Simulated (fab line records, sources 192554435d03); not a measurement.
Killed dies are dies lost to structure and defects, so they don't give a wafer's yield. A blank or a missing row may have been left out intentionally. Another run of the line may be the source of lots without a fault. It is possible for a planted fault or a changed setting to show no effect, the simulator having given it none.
Which of the tools did it?    flow n5_finfet    12 lots, 36 wafers sampled, at 4 steps of a route of 1938

WHAT THE GAUGES SHOWED, per wafer
N5_GATE_CUT_INSPECT_26: inspects for defects (darkfield).
lot   measured      on                 raw_defect_count
L075  day 4 20:48   defect_inspect-02  35 34 35
L077  day 5 09:50   defect_inspect-02  44 51 56
L079  day 6 02:57   defect_inspect-02  43 84 47
L081  day 6 10:35   defect_inspect-02  20 17 34
L083  day 6 18:57   defect_inspect-01  53 25 53
L085  day 7 15:12   defect_inspect-02  51 23 38
L087  day 7 21:38   defect_inspect-01  49 45 72
L089  day 8 11:16   defect_inspect-01  29 28 33
L091  day 8 23:50   defect_inspect-01  34 32 35
L093  day 9 10:36   defect_inspect-01  71 72 91
L095  day 9 23:01   defect_inspect-01  46 34 41
L097  day 10 10:57  defect_inspect-02  45 17 39

EACH LOT AND THE TOOL THAT RAN IT (in order: tool; ch and the chambers of the sampled wafers; start)
lot   N5_GATE_CUT_STRIP_59                N5_GATE_CUT_SAC_CAP_01             N5_GATE_CUT_CMP_43
L075  rie_diel-04 ch 1,2,3, day 4 13:56   ald_sin-01 ch 0,1, day 4 14:09     cmp-03 ch 1,2,3, day 4 20:14
L077  rie_diel-04 ch 1,2, day 5 02:48     ald_sin-03 ch 0,3, day 5 03:01     cmp-04 ch 1,3, day 5 09:12
L079  rie_diel-02 ch 1,2,3, day 5 19:40   ald_sin-02 ch 0,1,3, day 5 20:00   cmp-03 ch 0,1,3, day 6 02:19
L081  rie_diel-06 ch 0,2, day 6 03:49     ald_sin-02 ch 1,2, day 6 04:02     cmp-04 ch 0,3, day 6 09:52
L083  rie_diel-04 ch 1,2,3, day 6 12:16   ald_sin-02 ch 1,2, day 6 12:29     cmp-01 ch 1,3, day 6 18:19
L085  rie_diel-02 ch 0,1,2, day 7 08:26   ald_sin-03 ch 0,1, day 7 08:39     cmp-01 ch 0,1, day 7 14:29
L087  rie_diel-02 ch 1,2, day 7 14:43     ald_sin-03 ch 1,2,3, day 7 15:04   cmp-03 ch 0,2,3, day 7 21:10
L089  rie_diel-04 ch 0,1,3, day 8 04:35   ald_sin-03 ch 1,2,3, day 8 04:51   cmp-03 ch 0,2, day 8 10:38
L091  rie_diel-02 ch 0,3, day 8 16:35     ald_sin-01 ch 0,1,2, day 8 17:07   cmp-04 ch 0,1,2, day 8 23:13
L093  rie_diel-02 ch 0,1, day 9 03:57     ald_sin-01 ch 0,3, day 9 04:10     cmp-01 ch 0,2,3, day 9 09:58
L095  rie_diel-06 ch 0,2,3, day 9 16:01   ald_sin-02 ch 1,2,3, day 9 16:31   cmp-03 ch 0,2,3, day 9 22:18
L097  rie_diel-04 ch 1,2,3, day 10 04:05  ald_sin-02 ch 0,1,2, day 10 04:19  cmp-01 ch 2,3, day 10 10:19
- N5_GATE_CUT_STRIP_59: strips in N2/H2, time 20 s.
- N5_GATE_CUT_SAC_CAP_01: material SiNx, target thk 24 nm, pulse time 1 s, ald cycles 480.
- N5_GATE_CUT_CMP_43: polishes SiO2.

THE ANSWER, worked out from the rows above alone
Rule: what is usual is taken from the lots themselves. Put in order of their means at a reading, lots are off if they are a third of the lots or fewer, leave a main group of 4 or more, and stand apart from it by a gap of 3 or more times the standard deviation of the main group's means; of several such gaps the widest counts. The tables above print the reading to a certain number of digits; a main group whose means all agree to those digits is not used. A lot without any number at a reading at which 4 lots or more have one is off too. Where the step has rows for the other lots, those lots are counted as sound.
No lot is off at any reading shown: from this, nothing can be told.

WHAT THE SIMULATOR HAD INSERTED
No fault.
